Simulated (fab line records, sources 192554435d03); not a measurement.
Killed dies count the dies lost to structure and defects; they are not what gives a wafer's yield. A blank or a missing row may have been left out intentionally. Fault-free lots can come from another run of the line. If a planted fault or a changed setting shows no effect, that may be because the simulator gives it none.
fab line records	flow n5-finfet
[record] lots = 6	wafers = 18	last-day = 19
route steps=1938 shown BEOL_M12@1625 PASSIVATION@1936
lots that met no fault: taken from a fault-free run of the same line
start-h: hours from the record's opening day to when the first of the lot's shown wafers began	wait-h: hours from the lot's prior step to this one	" identical to the entry in the row above	L1.1+2: a row that stands for several wafers	- no value, or no start given	* or withheld: withheld	< > ~ a bound
route shown NAME@n: names a module that has steps shown in the file, with the first one's number in the route	usual: mean/standard deviation of fault-free wafers	same: alike in all rows	chamber/n: place in a boat	sites: the reading at each site	_std_site: standard deviation across them	_edge_site: the outer-site mean with the inner-site mean subtracted	radius-mm: for every site, how far away it sits from the centre of the wafer	mask NAME#n: copy n	behind: the last tool/chamber to shape the wafer	hold: what put the lot on hold/how long, in hours/how the hold closed	device: transistor that didn't switch, given as n, p or np	end of line: at the end of the route, the tests of the same wafers	a step without rows: its recipe alone	killed: not the wafer's yield, but the dies lost to structure and defects at the first sort	map: a wafer's dies, marking killed ones x, the rest . and places with no die _
set.NAME: the setting that was run; set.NAME@STEP: the one run at that earlier step	model.NAME: the simulator's own value behind a step, which no gauge read
lots at selected steps of the route; one table per step, one row per wafer
services: from which hour (start-h, from the record's first day; less than 0 if before it) a tool's chamber was out of use, for how many hours, and why
[[steps]]
[step N5_BEOL_M12_COAT_22]
[recipe] spin-rpm = 2888	resist-thk-nm = 300
[step N5_BEOL_M12_EBR_24]
[recipe] solvent = PGMEA	ebr-width-mm = 1.5
[step N5_BEOL_M12_SOFTBAKE_23]
[recipe] temp-c = 130	time-s = 60
[step N5_BEOL_M12_EXPOSE_25]
[recipe] mask-id = M12	na = 0.93	source-shape = conventional	sigma-outer = 0.4	polarization = unpolarized	dose-mj = 21.8
[step N5_BEOL_M12_PEB_26]
[recipe] peb-temp-c = 130	peb-time-s = 90
[step N5_BEOL_M12_DEVELOP_27]
[recipe] develop-time-s = 45	rinse-liquid = diw	dry = air-spin	dev-temp-c = 21
[step N5_BEOL_M12_HARDBAKE_32]
[recipe] temp-c = 130	time-s = 120
[step N5_BEOL_M12_CD_MEAS_28]
[recipe] target-cd-nm = 160.2	landing-energy-ev = 500	detector = se-inlens	polarity = opening
[usual] cd-nm = 161.6/1.2
lot.wafer	tool	chamber	start-h	wait-h	cd-nm
L161.3	cd-sem-02	0	310.58	-	160.6
L161.5	"	0	"	"	159.8
L161.6	"	0	"	"	160.2
L160.1	cd-sem-01	0	318.96	-	161.0
L160.4	"	0	"	"	162.1
L160.5	"	0	"	"	162.7
L163.2	cd-sem-03	0	369.71	-	161.8
L163.3	"	0	"	"	161.6
L163.4	"	0	"	"	160.8
L166.2	cd-sem-01	0	370.16	-	160.1
L166.3	"	0	"	"	161.9
L166.6	"	0	"	"	160.9
L176.2	cd-sem-01	0	412.75	-	160.9
L176.5	"	0	"	"	160.7
L176.6	"	0	"	"	162.5
L178.2	cd-sem-03	0	417.58	-	162.5
L178.3	"	0	"	"	160.8
L178.5	"	0	"	"	163.6
[step N5_BEOL_M12_OVL_MEAS_29]
[recipe] points-per-wafer = 44
[usual] M12_OVL = 1/5.2
lot.wafer	tool	chamber	start-h	wait-h	M12_OVL[nm]
L161.3	overlay-01	0	310.61	0.0	3
L161.5	"	0	"	"	-2
L161.6	"	0	"	"	-7
L160.1	overlay-01	0	318.99	0.0	5
L160.4	"	0	"	"	6
L160.5	"	0	"	"	3
L163.2	overlay-02	0	369.74	0.0	4
L163.3	"	0	"	"	3
L163.4	"	0	"	"	7
L166.2	overlay-01	0	370.19	0.0	3
L166.3	"	0	"	"	-7
L166.6	"	0	"	"	-6
L176.2	overlay-02	0	412.78	0.0	0
L176.5	"	0	"	"	-2
L176.6	"	0	"	"	-1
L178.2	overlay-02	0	417.64	0.1	-5
L178.3	"	0	"	"	4
L178.5	"	0	"	"	0
[step N5_BEOL_M12_INSPECT_30]
[recipe] mode = adi	inspect-instrument = macro
[usual] raw-defect-count = 2.0/1.4
lot.wafer	tool	chamber	start-h	wait-h	raw-defect-count
L161.3	defect-inspect-02	-	310.63	0.0	3
L161.5	"	-	"	"	0
L161.6	"	-	"	"	0
L160.1	defect-inspect-02	-	319.01	0.0	2
L160.4	"	-	"	"	4
L160.5	"	-	"	"	1
L163.2	defect-inspect-01	-	369.77	0.0	2
L163.3	"	-	"	"	1
L163.4	"	-	"	"	1
L166.2	defect-inspect-02	-	370.21	0.0	4
L166.3	"	-	"	"	2
L166.6	"	-	"	"	0
L176.2	defect-inspect-01	-	412.81	0.0	1
L176.5	"	-	"	"	2
L176.6	"	-	"	"	0
L178.2	defect-inspect-02	-	417.67	0.0	2
L178.3	"	-	"	"	3
L178.5	"	-	"	"	3
[step N5_BEOL_M12_DESCUM_33]
[recipe] chemistry = O2	time-s = 7.9	source-power-w = 50	bias-power-w = 20	pressure-mtorr = 20	rf-frequency-hz = 2.712e+07	temp-c = 40	o2-flow-sccm = 225
[usual] bias-power-w = 20.01/0.056	drypump-motor-current-A = 5.9/0.58	oes-product-au = 0.80/0.068	rf-vpp-V = 243.5/1.5	showerhead-plenum-p-Torr = 2.11/0.089	throttle-valve-pct = 20.38/0.29
[same] time-s = 7.9
lot.wafer	tool	chamber	start-h	wait-h	bias-power-w	drypump-motor-current-A	oes-product-au	rf-hours-counter-h	rf-vpp-V	showerhead-plenum-p-Torr	throttle-valve-pct
L161.3	rie-diel-02	3	310.83	0.2	20.01	6.8	0.76	122	246.3	2.22	20.75
L161.5	"	3	"	"	20.06	6.8	0.75	-	245.7	2.22	20.74
L161.6	"	2	"	"	19.97	6.5	0.73	-	240.7	1.99	20.53
L160.1	rie-diel-03	0	319.09	0.1	20.07	5.0	0.90	12	242.5	2.06	19.99
L160.4	"	2	"	"	20.01	5.7	0.89	50	245.1	2.23	20.41
L160.5	"	0	"	"	20.05	5.0	0.91	-	242.0	2.06	19.99
L163.2	rie-diel-03	3	369.86	0.1	19.89	6.0	0.88	57	244.4	2.22	20.20
L163.3	"	2	"	"	19.95	5.7	0.87	67	244.4	2.22	20.45
L163.4	"	0	"	"	19.93	5.0	0.87	27	240.8	2.05	20.01
L166.2	rie-diel-03	0	370.34	0.1	20.10	5.0	0.87	27	242.1	2.05	20.01
L166.3	"	2	"	"	20.10	5.7	0.86	67	245.3	2.22	20.44
L166.6	"	2	"	"	20.08	5.8	0.86	-	245.1	2.22	20.45
L176.2	rie-diel-02	0	412.84	0.0	19.93	5.3	0.74	123	244.7	2.18	20.50
L176.5	"	2	"	"	19.98	6.5	0.71	-	241.2	1.98	20.58
L176.6	"	3	"	"	20.00	6.8	0.73	-	245.4	2.20	20.82
L178.2	rie-diel-02	0	417.81	0.1	20.00	5.3	0.75	127	245.7	2.18	20.52
L178.3	"	2	"	"	20.03	6.5	0.71	230	241.1	1.98	20.57
L178.5	"	3	"	"	20.01	6.8	0.72	-	245.9	2.20	20.82
[step N5_BEOL_M12_ETCH_67]
[recipe] chemistry = CF4	target = SiARC	target-depth-a = 1430	time-s = 238.3	ion-energy-ev = 80	pressure-mtorr = 40	source-w = 545	bias-w = 36	Ar_flow_sccm = 100	cf4-flow-sccm = 100	ends = cleared
[usual] drypump-motor-current-A = 5.9/0.57	etch-rf-on-time-s = 238/5.4	oes-product-au = 0.69/0.057	rf-vpp-V = 184.3/1.3	showerhead-plenum-p-Torr = 2.15/0.086	throttle-valve-pct = 15.51/0.27
lot.wafer	tool	chamber	start-h	wait-h	drypump-motor-current-A	etch-rf-on-time-s	oes-product-au	rf-hours-counter-h	rf-vpp-V	showerhead-plenum-p-Torr	throttle-valve-pct
L161.3	rie-diel-02	3	310.87	0.0	6.8	230	0.66	122	186.4	2.23	15.70
L161.5	"	3	"	"	6.8	231	0.66	-	183.6	2.23	15.71
L161.6	"	2	"	"	6.5	241	0.61	-	184.1	2.02	15.58
L160.1	rie-diel-03	0	319.12	0.0	5.0	241	0.76	12	184.0	2.10	15.06
L160.4	"	2	"	"	5.7	235	0.76	50	185.5	2.26	15.49
L160.5	"	0	"	"	5.0	240	0.78	-	184.4	2.10	15.06
L163.2	rie-diel-03	3	369.89	0.0	5.9	228	0.76	58	186.1	2.25	15.27
L163.3	"	2	"	"	5.7	234	0.74	67	184.0	2.26	15.52
L163.4	"	0	"	"	5.0	241	0.74	27	183.6	2.09	15.07
L166.2	rie-diel-03	0	370.38	0.0	5.0	245	0.74	27	183.0	2.09	15.06
L166.3	"	2	"	"	5.7	237	0.74	67	186.8	2.26	15.54
L166.6	"	2	"	"	5.8	236	0.74	-	185.5	2.26	15.51
L176.2	rie-diel-02	0	412.88	0.0	5.3	249	0.63	124	184.3	2.24	15.77
L176.5	"	2	"	"	6.5	244	0.59	-	184.0	2.01	15.64
L176.6	"	3	"	"	6.8	235	0.63	-	184.2	2.21	15.78
L178.2	rie-diel-02	0	417.85	0.0	5.3	247	0.64	127	186.7	2.24	15.79
L178.3	"	2	"	"	6.4	240	0.61	230	181.3	2.01	15.65
L178.5	"	3	"	"	6.8	231	0.64	-	185.9	2.21	15.77
[step N5_BEOL_M12_ETCH_68]
[recipe] chemistry = N2/H2	target = SOC	mask-material = SiARC	source-w = 3000	bias-w = 350	temp-c = 40	time-s = 285	ion-energy-ev = 200	pressure-mtorr = 30	n2-flow-sccm = 200	h2-flow-sccm = 200
[usual] drypump-motor-current-A = 5.9/0.58	oes-product-au = 0.80/0.068	rf-vpp-V = 524.6/2.9	run-length-s = 308.2/0.35	showerhead-plenum-p-Torr = 2.57/0.1	throttle-valve-pct = 17.73/0.3
lot.wafer	tool	chamber	start-h	wait-h	drypump-motor-current-A	oes-product-au	rf-hours-counter-h	rf-vpp-V	run-length-s	showerhead-plenum-p-Torr	throttle-valve-pct	model.SiARC_of_BEOL_M12_COAT_66.thk-nm
L161.3	rie-diel-02	3	311.01	0.1	6.8	0.75	122	526.9	307.8	2.67	18.04	85.6
L161.5	"	3	"	"	6.8	0.76	-	526.3	307.6	2.67	18.03	85.6
L161.6	"	2	"	"	6.5	0.73	-	521.4	308.8	2.42	17.87	85.4
L160.1	rie-diel-03	0	319.27	0.1	5.0	0.92	12	522.9	308.0	2.49	17.31	85.2
L160.4	"	2	"	"	5.8	0.89	50	529.0	308.6	2.68	17.57	85.8
L160.5	"	0	"	"	5.0	0.92	-	521.5	308.6	2.49	17.30	85.4
L163.2	rie-diel-03	3	370.04	0.1	5.9	0.88	58	527.5	308.1	2.69	17.57	85.6
L163.3	"	2	"	"	5.8	0.86	67	526.1	308.5	2.67	17.59	85.8
L163.4	"	0	"	"	5.0	0.88	27	523.4	226.3	2.48	17.32	92.6
L166.2	rie-diel-03	0	370.52	0.1	5.0	0.88	27	522.6	307.9	2.48	17.31	85.6
L166.3	"	2	"	"	5.8	0.86	67	528.2	308.7	2.67	17.59	85.4
L166.6	"	2	"	"	5.7	0.86	-	529.5	226.9	2.68	17.59	92.6
L176.2	rie-diel-02	0	413.02	0.1	5.3	0.75	124	528.1	308.3	2.66	17.88	86.6
L176.5	"	2	"	"	6.6	0.72	-	520.5	308.7	2.41	17.92	86.2
L176.6	"	3	"	"	6.8	0.73	-	526.8	308.1	2.66	18.09	86.4
L178.2	rie-diel-02	0	417.99	0.1	5.3	0.74	127	525.5	308.3	2.66	17.90	87
L178.3	"	2	"	"	6.5	0.70	230	520.8	308.9	2.41	17.93	86.6
L178.5	"	3	"	"	6.8	0.72	-	527.6	307.6	2.66	18.10	86.6
[step N5_BEOL_M12_STRIP_69]
[recipe] chemistry = N2/H2	temp-c = 40	n2-flow-sccm = 200	h2-flow-sccm = 200	rf-frequency-hz = 6e+07
[step N5_PASSIVATION_PROBE_49]
[usual] defect-limited-yield = 91.2/1.6	killed_at_M0_to_M3 = 33/11	killed_at_M4_up = 14/5	killed-at-contacts = 12/5.8	killed-at-front-end = 41/12	killed-at-other = 3.5/2.9	killed-dies = 104/19	killed-on-rim = 13/4.2	killed-open = 68/14	killed-short = 34/8.8	sort_bin_5_function = 5.2/1.1	sort_bin_6_memory = 3.2/0.71	sort-n-pass = 1076/19	sort-yield-pct = 91.2/1.6
[same] gross-dies = 1180	killed-at-back-side = 0	sort_bin_4_leakage[%] = 0	sort_bin_8_speed[%] = 0
lot.wafer	tool	chamber	start-h	wait-h	defect-limited-yield[%]	killed_at_M0_to_M3	killed_at_M4_up	killed-at-contacts	killed-at-front-end	killed-at-other	killed-dies	killed-on-rim	killed-open	killed-short	sort_bin_5_function[%]	sort_bin_6_memory[%]	sort-n-pass	sort-yield-pct[%]
L161.3	prober-02	-	350.73	0.1	93.4	16	14	7	40	1	78	11	46	27	3.6	2.3	1102	93.4
L161.5	prober-02	-	350.83	0.2	92.7	20	15	13	38	0	86	9	53	30	3.6	3.3	1094	92.7
L161.6	prober-02	-	350.88	0.3	91.7	29	10	12	42	5	98	14	55	40	5.3	2.7	1082	91.7
L160.1	prober-01	-	362.82	0.0	92.3	26	28	13	22	2	91	16	66	25	4.4	2.8	1089	92.3
L160.4	prober-01	-	362.97	0.2	90.0	35	19	7	56	1	118	14	81	32	6.4	2.9	1062	90.0
L160.5	prober-01	-	363.02	0.2	92.5	35	10	14	27	3	89	8	58	31	4.2	3.2	1091	92.5
L163.2	prober-01	-	406.60	0.1	89.1	54	21	3	50	1	129	16	75	48	5.4	4.5	1051	89.1
L163.3	prober-01	-	406.65	0.1	88.3	55	18	7	56	2	138	16	81	57	7.5	3.8	1042	88.3
// killed by level:class
L161.3 BEOL_M4:geometric-particle:open=11 FIN_SAQP:geometric-particle:short=9 STI_FIN_REVEAL:geometric-particle:open=7 ILD0:geometric-particle:open=5 BEOL_M3:geometric-particle:open=5 MOL_CONTACT_COAG:geometric-particle:short=4 STARTING-WAFER:geometric-particle:short=4 MOL_CONTACT_COAG:geometric-particle:open=3
L161.5 FIN_SAQP:geometric-particle:short=9 MOL_CONTACT_COAG:geometric-particle:open=8 BEOL_M2:geometric-particle:open=8 BEOL_M4:geometric-particle:open=8 BEOL_M1:geometric-particle:open=6 STI_FIN_REVEAL:geometric-particle:open=5 MOL_CONTACT_COAG:geometric-particle:short=5 STARTING-WAFER:geometric-particle:short=5
L161.6 FIN_SAQP:geometric-particle:short=12 STI_FIN_REVEAL:geometric-particle:open=10 MOL_CONTACT_COAG:geometric-particle:open=8 FIN_SAQP:geometric-particle:open=6 BEOL_M1:geometric-particle:open=6 BEOL_M0_SAQP:geometric-particle:short=5 BEOL_M3:geometric-particle:open=5 MOL_CONTACT_COAG:geometric-particle:short=4
L160.1 BEOL_M4:geometric-particle:open=13 MOL_CONTACT_COAG:geometric-particle:open=12 BEOL_M0_SAQP:geometric-particle:short=7 BEOL_M1:geometric-particle:open=7 BEOL_M5:geometric-particle:open=7 FIN_SAQP:geometric-particle:open=5 FIN_SAQP:geometric-particle:short=5 STI_FIN_REVEAL:geometric-particle:open=4
L160.4 STI_FIN_REVEAL:geometric-particle:open=14 FIN_SAQP:geometric-particle:open=11 BEOL_M0_SAQP:geometric-particle:open=9 BEOL_M0_SAQP:geometric-particle:short=8 GATE_CUT:geometric-particle:open=7 MOL_CONTACT_COAG:geometric-particle:open=7 FIN_SAQP:geometric-particle:short=6 BEOL_M3:geometric-particle:open=6
L160.5 MOL_CONTACT_COAG:geometric-particle:open=10 FIN_SAQP:geometric-particle:short=8 BEOL_M2:geometric-particle:open=7 GATE_CUT:geometric-particle:open=6 BEOL_M0_SAQP:geometric-particle:short=6 BEOL_M1:geometric-particle:open=6 BEOL_M3:geometric-particle:open=6 BEOL_M4:geometric-particle:open=6
L163.2 BEOL_M0_SAQP:geometric-particle:short=22 BEOL_M0_SAQP:geometric-particle:open=14 FIN_SAQP:geometric-particle:short=13 BEOL_M2:geometric-particle:open=9 DUMMY_GATE:geometric-particle:open=8 FIN_SAQP:geometric-particle:open=6 BEOL_M6:geometric-particle:open=6 HKMG_FIN:area-etch=6
L163.3 FIN_SAQP:geometric-particle:short=19 BEOL_M0_SAQP:geometric-particle:open=17 BEOL_M0_SAQP:geometric-particle:short=16 BEOL_M4:geometric-particle:open=10 BEOL_M1:geometric-particle:open=9 FIN_SAQP:geometric-particle:open=7 GATE_CUT:geometric-particle:short=7 BEOL_M3:geometric-particle:open=7
[[services]]
tool	chamber	start-h	hours	kind
rie-diel-02	2	383.45	6.2	repair
rie-diel-02	-	401.16	2.8	pm
[[key]]
[first-sign] step = N5_BEOL_M12_ETCH_68	reading = run-length-s	direction = down	sigmas = 99+	usual = *	struck = *
effect none on later readings
[model-effect] step = N5_BEOL_M12_ETCH_68	value = SiARC_of_BEOL_M12_COAT_66.thk-nm	without = 85.7	struck = 92.6
met-at N5_BEOL_M12_ETCH_68
struck-wafers L163.4,L166.6
onset-between 319.27 370.04
[fault] kind = process-parameter-drift	tool = rie-diel-03	chamber = -	onset-h = 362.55	steps = N5_BEOL_M12_ETCH_68	channel = time-s	offset = *	shape = step	end-h = 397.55	scope = struck-wafers-only	acts-in = *	stated = *
